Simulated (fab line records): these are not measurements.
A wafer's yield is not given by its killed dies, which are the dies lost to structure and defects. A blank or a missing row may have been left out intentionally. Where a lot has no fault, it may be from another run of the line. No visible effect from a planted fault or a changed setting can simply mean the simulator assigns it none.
Comparing a struck lot with a sound one    flow n5Finfet    26 out of 1938 route steps
Sound: these wafers, L456.1, L456.5, L456.6. Struck: wafers L459.3, L459.5, L459.6. The cause comes at the end.
At each step with rows: each side's tool, then ch and its chambers, then its first start. Under that, the readings that differ: sound wafers    struck wafers    difference of the means    sigmas: that difference in standard deviations of wafers without a fault.
alike: words and numbers the same on both sides, and readings whose means are apart by under 2 such deviations; not compared: readings that were withheld, readings missing a value for some wafer, numbers with overlapping values and no deviation given by the record, and bounds like >300 which may hide the same value.
A row with sigmas, a row that says differs or no value, or rows on one side alone: a step with any of these is where the two part. Numbers that have no deviation but don't overlap get no sigmas and don't part them. A reading that every wafer of one side lacks parts them only if that side has two wafers or more.

first, 9 steps without rows for these wafers: N5_MOL_CONTACT_COAG_COAT_77 (time 60 s, resist thk 10 nm); N5_MOL_CONTACT_COAG_COAT_78 (resist thk 40 nm); N5_MOL_CONTACT_COAG_EBR_80; N5_MOL_CONTACT_COAG_SOFTBAKE_79 (time 60 s); N5_MOL_CONTACT_COAG_EXPOSE_81 (exposes mask VG, defocus 0 nm); N5_MOL_CONTACT_COAG_PEB_82 (peb time 60 s); N5_MOL_CONTACT_COAG_DEVELOP_83 (develop time 30 s); N5_MOL_CONTACT_COAG_DESCUM_88 (chemistry O2, time 7 s); N5_MOL_CONTACT_COAG_ETCH_89 (etches underlayer in N2/H2, target depth 13 nm, time 10.4 s).
N5_MOL_CONTACT_COAG_ETCH_90: etches SiARC in CF4, target depth 13 nm, time 21.7 s.
  sound on rieDiel-01 ch 2,3, day 8 04:19; struck on rieDiel-01 ch 1,2, day 8 19:13
  no value came back on the struck wafers for any of 8 readings (biasW (W), cf4FlowSccm (sccm) and others); on the sound wafers biasW (W) reads 35.98 36.28 36.15
reading                                               sound     struck        difference  sigmas
model.CAR-EUV_of_MOL_CONTACT_COAG_COAT_78.thkNm (nm)  17 17 17  24.8 25 24.8  +7.9        
  not compared: rfHoursCounterH
then, 1 step without rows for these wafers: N5_MOL_CONTACT_COAG_ALD_131 (deposits SiO2, target thk 5 nm, pulse time 1 s, co reactant pulse time 1 s).
N5_MOL_CONTACT_COAG_ETCHBACK_132: etches SiO2 in CHF3, target depth 10 nm, time 6.7 s.
  sound on rieDiel-01 ch 2,3, day 8 04:38; struck on rieDiel-04 ch 0,1,3, day 8 19:36
reading                                               sound              struck             difference  sigmas
oesProductAu (a.u.)                                   0.74 0.68 0.74     0.36 0.28 0.35     -0.39       -4
throttleValvePct (%)                                  19.11 18.69 19.12  18.25 18.86 18.67  -0.38       -2
model.CAR-EUV_of_MOL_CONTACT_COAG_COAT_78.thkNm (nm)  15.6 15.6 15.6     23.4 23.6 23.4     +7.9        
  alike: drypumpMotorCurrentA, rfVppV, showerheadPlenumPTorr
  not compared: rfHoursCounterH
then, 10 steps without rows for these wafers: N5_MOL_CONTACT_COAG_STRIP_92 (strips in N2/H2); N5_MOL_CONTACT_COAG_STRIP_93 (strips in N2/H2); N5_MOL_CONTACT_COAG_ETCHBACK_135 (etches SiO2 in CHF3, target depth 25 nm, time 16.7 s); N5_MOL_CONTACT_COAG_STRIP_118 (strips in CHF3); N5_MOL_CONTACT_COAG_VIA_ETCH_46 (etches SiO2 in C4F6/O2, target depth 46 nm, overetch 9.2 nm, time 40 s); N5_MOL_CONTACT_COAG_STRIP_96 (strips in N2/H2); N5_MOL_CONTACT_COAG_ETCH_47 (etches SiNx in CH3F/O2, stops on W, target depth 27 nm); N5_MOL_CONTACT_COAG_STRIP_119 (strips in N2/H2, time 30 s); N5_MOL_CONTACT_COAG_PRECLEAN_144 (cleans in alkaline clean, time 60 s); N5_MOL_CONTACT_COAG_SRD_145 (time 30 s).
N5_MOL_CONTACT_COAG_CD_MEAS_137 targets a cd of 16 nm.
  sound: cdSem-02 at day 8 05:08; struck: cdSem-01 at day 8 20:07
reading    sound           struck  difference                     sigmas
cdNm (nm)  15.6 15.7 15.8  - - -   no value on the struck wafers  
then, 1 step without rows for these wafers: N5_MOL_CONTACT_COAG_COAT_62 (time 60 s, resist thk 60 nm).
N5_BEOL_M4_RC_MEAS_101:
  the record has rows for the sound wafers here (prober-02 ch 0, day 13 09:08) and none for the struck ones
-- a jump in the record: the struck wafers' starts before and after are 12 days apart (it breaks off in module BEOL_M4 and resumes in module PASSIVATION, where the first step shown is number 1936 of the route) --
N5_PASSIVATION_PROBE_49:
  sound: prober-02 at day 18 21:08; struck: prober-02 at day 20 11:42
reading                  sound           struck          difference  sigmas
defectLimitedYield (%)   91.2 90.7 92.9  0 0 0           -92         -57
killedAtContacts         10 19 18        1104 1089 1110  +1085       +99 or more
killedDies               104 110 84      1180 1180 1180  +1081       +57
killedOnRim              16 17 12        152 152 152     +137        +32
sort_bin_5_function (%)  4.9 6.1 3.7     97.0 96.7 96.9  +92.0       +92
sortNPass                1076 1070 1096  0 0 0           -1081       -54
sortYieldPct (%)         91.2 90.7 92.9  0 0 0           -92         -54
  alike: killed_at_M0_to_M3, killed_at_M4_up, killedAtFrontEnd, killedAtOther, killedOpen, killedShort, sort_bin_6_memory

== WHERE THEY PART ==
Last at N5_PASSIVATION_PROBE_49 as far as this record goes, first at N5_MOL_CONTACT_COAG_ETCH_90.

WHY: the cause the simulator had injected
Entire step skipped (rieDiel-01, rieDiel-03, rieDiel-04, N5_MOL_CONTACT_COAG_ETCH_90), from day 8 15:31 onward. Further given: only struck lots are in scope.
